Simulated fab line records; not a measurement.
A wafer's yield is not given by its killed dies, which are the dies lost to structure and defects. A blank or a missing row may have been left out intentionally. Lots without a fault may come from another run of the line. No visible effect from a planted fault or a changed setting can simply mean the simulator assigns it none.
Matching of chambers ; flow n5Finfet ; 3 sister chambers for N5_MOL_CONTACT_COAG_STRIP_98 on rieDiel-03
The step strips in N2/H2. 18 wafers are shown with their chamber, then 9 later ones without.

WAFERS PAIRED WITH THEIR CHAMBERS
wafer;chamber;showerheadPlenumPTorr (Torr);throttleValvePct (%);oesProductAu (a.u.)
L074.1;0;3.49;19.01;0.73
L074.2;2;3.31;18.87;0.72
L074.3;1;3.33;18.85;0.69
L074.4;1;3.33;18.89;0.68
L074.5;2;3.31;18.85;0.71
L074.6;0;3.49;19.00;0.73
L075.1;1;3.33;18.85;0.68
L075.2;2;3.31;18.85;0.71
L075.5;0;3.49;19.02;0.72
L078.1;2;3.31;18.90;0.71
L078.2;0;3.48;19.03;0.72
L078.3;1;3.33;18.88;0.68
L078.4;1;3.33;18.87;0.69
L078.5;2;3.31;18.85;0.70
L078.6;0;3.48;19.00;0.71
L087.1;0;3.47;19.08;0.69
L087.2;2;3.29;18.90;0.69
L087.3;1;3.31;18.95;0.66

SIGNATURES (averages over the wafers above)
reading;chamber 0;chamber 1;chamber 2;scatter within a chamber
showerheadPlenumPTorr;3.4833;3.3267;3.3067;0.00816
throttleValvePct;19.0233;18.8817;18.8700;0.031
oesProductAu;0.7167;0.6800;0.7067;0.0123
Rule: a wafer's distance from a chamber is the root of the sum, over the readings, of the square of ((its reading less the chamber's mean) divided by the reading's scatter). The wafer belongs to the nearest chamber; if the next one is less than 2 further off, it can't be placed. The scatter: take each reading less its chamber's mean, square it, sum over the shown wafers, divide by the number of wafers less the number of chambers, and take the root.

WAFERS MISSING THEIR CHAMBER
wafer;showerheadPlenumPTorr (Torr);throttleValvePct (%);oesProductAu (a.u.)
L087.4;3.31;18.94;0.66
L087.5;3.47;19.06;0.70
L087.6;3.29;18.93;0.68
L088.1;3.46;19.07;0.70
L088.3;3.29;18.91;0.69
L088.5;3.47;19.08;0.70
L093.3;3.46;19.09;0.69
L093.5;3.31;18.44;1.00
L093.6;3.46;19.11;0.69

THE CHAMBER EACH PASSED THROUGH
wafer;from the rows above;in truth
L087.4;can't be placed: 1 or 2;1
L087.5;0;0
L087.6;can't be placed: 2 or 1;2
L088.1;0;0
L088.3;can't be placed: 2 or 1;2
L088.5;0;0
L093.3;0;0
L093.5;2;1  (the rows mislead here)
L093.6;0;0
Placed correctly: 5 of 9. Can't be placed from these rows: 3 (the true chamber is among the candidates in 3). Placed wrongly: 1.
